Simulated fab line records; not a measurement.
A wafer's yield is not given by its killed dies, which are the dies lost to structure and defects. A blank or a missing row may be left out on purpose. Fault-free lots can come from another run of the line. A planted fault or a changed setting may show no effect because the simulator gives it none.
A lot that was struck, set against a sound lot ; flow nandHarc ; 15 out of 1159 route steps
Sound: wafers L578.4, L578.5, L578.6. The struck wafers were L566.2, L566.5, L566.6. The cause is named last.
Per side, at each step with rows, come the tool, then ch with its chambers, and then its first start. Under that, the readings that differ: sound wafers ; struck wafers ; difference of the means ; sigmas: that difference in standard deviations of wafers without a fault.
alike: words and numbers the same on both sides, and readings whose means are apart by under 2 such deviations; not compared: readings that were withheld, readings missing a value for some wafer, numbers with overlapping values and no deviation given by the record, and bounds like >300 which may hide the same value.
A row with sigmas, a row that says differs or no value, or rows on one side alone: a step with any of these is where the two part. Numbers that have no deviation but don't overlap get no sigmas and don't part them. Lack of a reading on every wafer of one side parts them only where that side has two or more wafers.

first, 9 steps without rows for these wafers: NHARC_P_ZERO_WELL_STRIP_15 (strips in SPM, time 900 s); NHARC_P_ZERO_WELL_DEHYDRATE_16 (time 120 s); NHARC_P_ZERO_WELL_HMDS_17 (time 30 s); NHARC_P_ZERO_WELL_COAT_18; NHARC_P_ZERO_WELL_SOFTBAKE_19 (time 95 s); NHARC_P_ZERO_WELL_EBR_20; NHARC_P_ZERO_WELL_EXPOSE_21 (exposes mask P NWELL, target cd 720 nm); NHARC_P_ZERO_WELL_PEB_22 (peb time 85 s); NHARC_P_ZERO_WELL_DEVELOP_23 (time 70 s).
NHARC_P_ZERO_WELL_CD_MEAS_24 targets a cd of 720 nm.
  sound on cdSem-01 ch 0, day 6 08:43; struck on cdSem-01 ch 0, day 3 08:35
  alike: cdNm
then, 1 step without rows for these wafers: NHARC_P_ZERO_WELL_HARDBAKE_25 (time 80 s).
NHARC_P_ZERO_WELL_DESCUM_26: chemistry O2, time 3 s.
  sound on rieDiel-12 ch 0,2, day 6 08:56; struck on rieDiel-11 ch 1,2, day 3 08:45
reading;sound;struck;difference;sigmas
rfVppV (V);59.2 57.8 58.3;56.7 56.9 56.0;-1.9;-2
  alike: drypumpMotorCurrentA, oesProductAu, showerheadPlenumPTorr, throttleValvePct
  not compared: rfHoursCounterH
NHARC_P_ZERO_WELL_IMPLANT_27:
  sound on implanter-01 ch 0, day 6 09:11; struck on implanter-01 ch 0, day 3 09:21
  alike: doseIonsCm2, tiltDeg
then, 1 step without rows for these wafers: NHARC_P_ZERO_WELL_IMPLANT_57.
-- jump in the record: it breaks off in module P_ZERO_WELL and resumes in module END (first step shown: number 1159 of the route), and 18 days separate the struck wafers' starts before and after --
NHARC_END_SORT_01:
  sound on prober-02 ch 0, day 24 09:58; struck on prober-02 ch 0, day 21 10:52
  alike: killedAtArray, killedAtOther, killedAtPeriphery, killedDies, killedOpen, killedShort

WHERE THEY PART
NHARC_P_ZERO_WELL_DESCUM_26 only, going by this record. Later steps at which nothing parts them and some readings are alike: NHARC_P_ZERO_WELL_IMPLANT_27, NHARC_END_SORT_01.

WHY: whatever the simulator had introduced
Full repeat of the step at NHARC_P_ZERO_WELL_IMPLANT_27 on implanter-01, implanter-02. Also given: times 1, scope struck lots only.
